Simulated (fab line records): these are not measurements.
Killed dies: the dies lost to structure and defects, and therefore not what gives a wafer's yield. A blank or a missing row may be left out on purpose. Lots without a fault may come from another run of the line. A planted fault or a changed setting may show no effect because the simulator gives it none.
fab line records    flow n5Finfet
record: lots: 7  wafers: 21
route steps=1938 shown BEOL_M13@1692 BEOL_M15@1797 TV_LITHO@1879 PASSIVATION@1930
startH: the number of hours between the record's first day and the start of the first shown wafer of the lot    waitH: hours since the lot's step before    " repeats the value in the row above    L1.1+2: several wafers, shown together as one row    - value missing, or start not given    * or withheld: withheld    < > ~ a bound
route shown NAME@n: a module of which the file shows steps, and the number in the route of the first    usual: average and standard deviation across the fault-free wafers    same: alike in all rows    chamber/n: place in a boat    sites: each site's reading    _std_site: their standard deviation    _edge_site: mean of outer sites minus mean of inner sites    radiusMm: for every site, how far away it sits from the centre of the wafer    mask NAME#n: copy n    behind: tool/chamber where the wafer was last shaped    hold: what put the lot on hold/how long, in hours/how the hold closed    device: transistor that didn't switch, given as n, p or np    end of line: the route-end tests of the same wafers    a step given without rows: its recipe and nothing more    killed: dies that structure and defects cost at the first sort, which is not the same as the wafer's yield    map: shows each die of a wafer: x if killed, . if not, _ if none is there
set.NAME: setting as actually run; set.NAME@STEP: the setting as run at that earlier step    model.NAME: the simulator's own value behind a step, which no gauge read
one table per step and one row per wafer, for lots whose settings were changed on purpose
== steps ==
step: N5_BEOL_M13_DESCUM_33
recipe: chemistry: O2  timeS: 7.9  sourcePowerW: 50  biasPowerW: 20  pressureMtorr: 20  rfFrequencyHz: 2.712e+07  tempC: 40  o2FlowSccm: 225
lot.wafer  tool        chamber  startH  waitH  set.timeS  set.pebTimeS@BEOL_M13_PEB_26  model.BEOL_M13.cdNm
L074.2+4   rieDiel-02  2        239.37  0.0    7.9        90                            209.2
L074.3     "           1        "       "      7.9        101.5                         212.8
L085.2     rieDiel-02  1        327.18  0.0    8.702      69.79                         201.6
L085.3     "           3        "       "      7.9        69.79                         201.2
L085.4     "           0        "       "      8.702      90                            209.2
L088.3     rieDiel-02  1        337.30  0.0    7.9        90                            209.6
L088.4     "           2        "       "      7.145      90                            207.4
L088.5     "           3        "       "      7.145      90                            209.6
L086.1     rieDiel-02  3        339.05  0.0    7.9        90                            206
L086.4     "           3        "       "      7.9        90                            209
L086.6     "           2        "       "      9.663      90                            207.6
L092.3     rieDiel-02  1        360.11  0.0    7.9        73.47                         203.6
L092.5     "           0        "       "      8.346      73.47                         205.8
L092.6     "           1        "       "      7.9        73.47                         205.6
L091.1     rieDiel-04  2        360.69  0.0    7.9        90                            208.6
L091.4     "           0        "       "      7.9        90                            206.4
L091.5     "           3        "       "      7.9        90                            207.4
L095.2     rieDiel-02  0        387.04  0.1    7.9        90                            212
L095.3     "           1        "       "      6.201      79.43                         205.8
L095.5     "           1        "       "      6.201      90                            211
step: N5_BEOL_M13_ETCH_67
recipe: chemistry: CF4  target: SiARC  targetDepthA: 1430  timeS: 238.3  ionEnergyEv: 80  pressureMtorr: 40  sourceW: 545  biasW: 36  Ar_flow_sccm: 100  cf4FlowSccm: 100  ends: cleared
lot.wafer  tool        chamber  startH  waitH  set.pebTimeS@BEOL_M13_PEB_26  model.BEOL_M13.cdNm
L074.2     rieDiel-02  2        239.40  0.0    90                            210
L074.3     "           1        "       "      101.5                         213.4
L074.4     "           2        "       "      90                            210.2
L085.2     rieDiel-02  1        327.22  0.0    69.79                         203.4
L085.3     "           3        "       "      69.79                         202.6
L085.4     "           0        "       "      90                            209.4
L088.3     rieDiel-02  1        337.33  0.0    90                            210.2
L088.4     "           2        "       "      90                            208
L088.5     "           3        "       "      90                            209.8
L086.1     rieDiel-02  3        339.08  0.0    90                            206.2
L086.4     "           3        "       "      90                            209.2
L086.6     "           2        "       "      90                            208.6
L092.3     rieDiel-02  1        360.15  0.0    73.47                         203.4
L092.5     "           0        "       "      73.47                         206
L092.6     "           1        "       "      73.47                         206.2
L091.1     rieDiel-04  2        360.72  0.0    90                            209
L091.4     "           0        "       "      90                            206.6
L091.5     "           3        "       "      90                            207.6
L095.2     rieDiel-02  0        387.08  0.0    90                            212
L095.3     "           1        "       "      79.43                         206.2
L095.5     "           1        "       "      90                            210.8
step: N5_BEOL_M15_COAT_22
recipe: spinRpm: 1704  resistThkNm: 800
lot.wafer  tool           chamber  startH  waitH  set.spinRpm  model.coat_of_BEOL_M15_COAT_22.thkNm
L074.2     lithoTrack-05  0        -       -      1704         798
L074.3     "              0        "       "      1833         767.6
L074.4     "              0        "       "      1833         769.4
L085.2     lithoTrack-03  0        -       -      1704         801.4
L085.3     "              0        "       "      1540         842
L085.4     "              0        "       "      1540         841.6
L088.3     lithoTrack-05  0        -       -      1704         799
L088.4     "              0        "       "      1570         834
L088.5     "              0        "       "      1570         831
L086.1     lithoTrack-03  0        -       -      1643         814.4
L086.4     "              0        "       "      1643         811.6
L086.6     "              0        "       "      1643         814
L092.3     lithoTrack-05  0        -       -      1704         802.8
L092.5     "              0        "       "      1704         798.8
L092.6     "              0        "       "      1704         801.2
L091.1     lithoTrack-03  0        -       -      1704         803.6
L091.4     "              0        "       "      1704         802.6
L091.5     "              0        "       "      1704         801.6
L095.2     lithoTrack-05  0        -       -      1704         800.2
L095.3     "              0        "       "      1850         768.4
L095.5     "              0        "       "      1850         765.8
step: N5_BEOL_M15_EBR_24
recipe: solvent: PGMEA  ebrWidthMm: 1.5
step: N5_BEOL_M15_SOFTBAKE_23
recipe: tempC: 130  timeS: 60
step: N5_BEOL_M15_DESCUM_33
recipe: chemistry: O2  timeS: 7.9  sourcePowerW: 50  biasPowerW: 20  pressureMtorr: 20  rfFrequencyHz: 2.712e+07  tempC: 40  o2FlowSccm: 225
step: N5_BEOL_M15_ETCH_61
recipe: chemistry: N2/H2  target: BARC  targetDepthA: 890  overetchA: 267  timeS: 67.9  ionEnergyEv: 200  pressureMtorr: 30  sourceW: 840  biasW: 150  n2FlowSccm: 200  h2FlowSccm: 200
lot.wafer  tool        chamber  startH  waitH  set.spinRpm@BEOL_M15_COAT_22  model.coat_of_BEOL_M15_COAT_22.thkNm
L074.2     rieDiel-06  3        251.06  0.0    1704                          716.6
L074.3     "           2        "       "      1833                          684.2
L074.4     "           1        "       "      1833                          685.4
L085.2     rieDiel-06  3        339.11  0.0    1704                          720.2
L085.3     "           1        "       "      1540                          757.4
L085.4     "           3        "       "      1540                          760.2
L088.3     rieDiel-02  3        352.78  0.0    1704                          717.2
L088.4     "           2        "       "      1570                          749
L088.5     "           0        "       "      1570                          746.8
L086.1     rieDiel-06  0        353.18  0.0    1643                          729.8
L086.4     "           1        "       "      1643                          726.6
L086.6     "           0        "       "      1643                          729
L092.3+6   rieDiel-06  1,2      377.00  0.0    1704                          717.4
L092.5     "           3        "       "      1704                          716.8
L091.1     rieDiel-04  2        378.22  0.0    1704                          723.2
L091.4     "           0        "       "      1704                          723.4
L091.5     "           2        "       "      1704                          721
L095.2     rieDiel-02  1        397.78  0.0    1704                          717.4
L095.3     "           0        "       "      1850                          685.4
L095.5     "           1        "       "      1850                          683
step: N5_BEOL_M15_TRENCH_ETCH_34
recipe: chemistry: C4F8/O2/Ar  target: SiO2  targetDepthA: 8729.3  heInnerTorr: 15  heOuterTorr: 30  timeS: 199  ionEnergyEv: 800  pressureMtorr: 20  sourceW: 1905  biasW: 2040  Ar_flow_sccm: 400  C4F8_flow_sccm: 16  O2_flow_sccm: 12
lot.wafer  tool        chamber  startH  waitH  set.spinRpm@BEOL_M15_COAT_22  model.coat_of_BEOL_M15_COAT_22.thkNm
L074.2     rieDiel-06  3        251.11  0.0    1704                          542.2
L074.3     "           2        "       "      1833                          501
L074.4     "           1        "       "      1833                          508.4
L085.2     rieDiel-06  3        339.16  0.0    1704                          547.2
L085.3     "           1        "       "      1540                          577.6
L085.4     "           3        "       "      1540                          584.6
L088.3     rieDiel-02  3        352.83  0.0    1704                          541.4
L088.4     "           2        "       "      1570                          574
L088.5     "           0        "       "      1570                          562.6
L086.1     rieDiel-06  0        353.24  0.0    1643                          549
L086.4     "           1        "       "      1643                          546.8
L086.6     "           0        "       "      1643                          549.4
L092.3     rieDiel-06  1        377.05  0.0    1704                          538.4
L092.5     "           3        "       "      1704                          544.2
L092.6     "           2        "       "      1704                          534.4
L091.1     rieDiel-04  2        378.27  0.0    1704                          550.8
L091.4     "           0        "       "      1704                          548
L091.5     "           2        "       "      1704                          549
L095.2     rieDiel-02  1        397.83  0.0    1704                          536.4
L095.3     "           0        "       "      1850                          505
L095.5     "           1        "       "      1850                          502.6
step: N5_PASSIVATION_EXPOSE_07
recipe: maskId: TV  na: 0.55  sourceShape: conventional  sigmaOuter: 0.8  polarization: unpolarized  defocusNm: 0  targetCdNm: 3000  doseMj: 22.75
lot.wafer   tool           chamber  startH  waitH  mask  set.doseMj
L074.2+3    krfScanner-02  0        262.85  -      TV#0  22.75
L074.4      "              0        "       "      TV#0  24.15
L085.2+3    krfScanner-02  0        348.39  -      TV#0  22.75
L085.4      "              0        "       "      TV#0  23.41
L088.3+4+5  krfScanner-01  0        365.53  -      TV#0  22.75
L086.1      krfScanner-01  0        368.11  -      TV#0  22.75
L086.4+6    "              0        "       "      TV#0  24.06
L091.1+4+5  krfScanner-01  0        390.47  -      TV#0  22.75
L092.3+5    krfScanner-02  0        390.64  -      TV#0  22.75
L092.6      "              0        "       "      TV#0  23.85
L095.2+3    krfScanner-01  0        408.69  -      TV#0  22.75
L095.5      "              0        "       "      TV#0  23.69
step: N5_PASSIVATION_PEB_08
recipe: pebTempC: withheld  pebTimeS: *
step: N5_PASSIVATION_DEVELOP_09
recipe: developTimeS: 60  rinseLiquid: diw  dry: airSpin  devTempC: 21
step: N5_PASSIVATION_HARDBAKE_11
recipe: tempC: 130  timeS: 120
step: N5_PASSIVATION_CD_MEAS_10
recipe: targetCdNm: 3000  landingEnergyEv: 500  detector: seInlens
usual: cdNm: 2998.5/3
lot.wafer  tool      chamber  startH  waitH  set.doseMj@PASSIVATION_EXPOSE_07  cdNm
L074.2     cdSem-01  0        263.02  -      22.75                             2997.9
L074.3     "         0        "       "      22.75                             2999.7
L074.4     "         0        "       "      24.15                             3007.2
L085.2     cdSem-01  0        348.56  -      22.75                             2997.0
L085.3     "         0        "       "      22.75                             2999.4
L085.4     "         0        "       "      23.41                             3006.5
L088.3     cdSem-02  0        365.70  -      22.75                             3001.4
L088.4     "         0        "       "      22.75                             3000.6
L088.5     "         0        "       "      22.75                             2998.2
L086.1     cdSem-03  0        368.29  -      22.75                             2998.4
L086.4     "         0        "       "      24.06                             3011.4
L086.6     "         0        "       "      24.06                             3014.0
L091.1     cdSem-02  0        390.64  -      22.75                             3001.9
L091.4     "         0        "       "      22.75                             3000.9
L091.5     "         0        "       "      22.75                             3002.7
L092.3     cdSem-02  0        390.81  -      22.75                             2998.3
L092.5     "         0        "       "      22.75                             3001.8
L092.6     "         0        "       "      23.85                             3006.8
L095.2     cdSem-03  0        408.86  -      22.75                             3000.9
L095.3     "         0        "       "      22.75                             2997.3
L095.5     "         0        "       "      23.69                             3007.5
step: N5_PASSIVATION_ETCH_54
recipe: chemistry: CHF3/O2  target: SiO2  targetDepthA: 8800  CHF3_flow_sccm: 50  O2_flow_sccm: 5  Ar_flow_sccm: 200  timeS: 440  maskMaterial: PR  pressureMtorr: 30  sourceW: 650  biasW: 170  ionEnergyEv: 200
lot.wafer  tool        chamber  startH  waitH  set.timeS  model.PASSIVATION.featureDepthNm  model.etch.depthNm
L074.2     rieDiel-03  2        266.97  0.1    440        918                               918
L074.3     "           3        "       "      370.7      713.6                             713.5
L074.4     "           0        "       "      440        873.8                             873.8
L085.2     rieDiel-05  1        352.50  0.1    404.9      794.2                             794.3
L085.3     "           3        "       "      440        879.2                             879.2
L085.4     "           0        "       "      404.9      795.2                             795.2
L088.3     rieDiel-01  1        370.52  0.1    440        904                               904
L088.4     "           0        "       "      440        857                               857
L088.5     "           3        "       "      440        852                               852
L086.1     rieDiel-03  2        372.30  0.1    440        895.2                             895.3
L086.4     "           1        "       "      440        891.6                             891.6
L086.6     "           3        "       "      440        843.4                             843.4
L091.1     rieDiel-05  1        394.82  0.1    440        869.6                             869.7
L091.4     "           3        "       "      440        881.4                             881.4
L091.5     "           0        "       "      440        874.2                             874.3
L092.3     rieDiel-03  3        395.07  0.1    397.9      750.2                             750.2
L092.5     "           1        "       "      397.9      797.8                             797.9
L092.6     "           2        "       "      440        882.8                             882.7
L095.2     rieDiel-01  2        412.68  0.1    440        887.8                             887.7
L095.3     "           1        "       "      492.1      1013                              1013
L095.5     "           2        "       "      492.1      994                               994.1
== key ==
split: step: N5_BEOL_M13_DESCUM_33  setting: timeS  stated: 7.9  by: wafer
response none clear
split: step: N5_BEOL_M15_COAT_22  setting: spinRpm  stated: 1704  by: wafer
response: step: N5_BEOL_M15_COAT_22  reading: model.coat_of_BEOL_M15_COAT_22.thkNm  change: -4.06  per: 1%  r: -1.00
response: step: N5_BEOL_M15_ETCH_61  reading: model.coat_of_BEOL_M15_COAT_22.thkNm  change: -3.99  per: 1%  r: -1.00
response: step: N5_BEOL_M15_TRENCH_ETCH_34  reading: model.coat_of_BEOL_M15_COAT_22.thkNm  change: -3.86  per: 1%  r: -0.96
split: step: N5_PASSIVATION_EXPOSE_07  setting: doseMj  stated: 22.75  by: wafer
response: step: N5_PASSIVATION_CD_MEAS_10  reading: cdNm  change: +1.88  per: 1%  r: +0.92
split: step: N5_PASSIVATION_ETCH_54  setting: timeS  stated: 440  by: wafer
response: step: N5_PASSIVATION_ETCH_54  reading: model.PASSIVATION.featureDepthNm  change: +11  per: 1%  r: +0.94
response: step: N5_PASSIVATION_ETCH_54  reading: model.etch.depthNm  change: +11  per: 1%  r: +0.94
split outsideThisFile step=N5_BEOL_M13_PEB_26 setting=pebTimeS
split outsideThisFile: this setting was split too, and the file shows its column; the key of that split is in another file
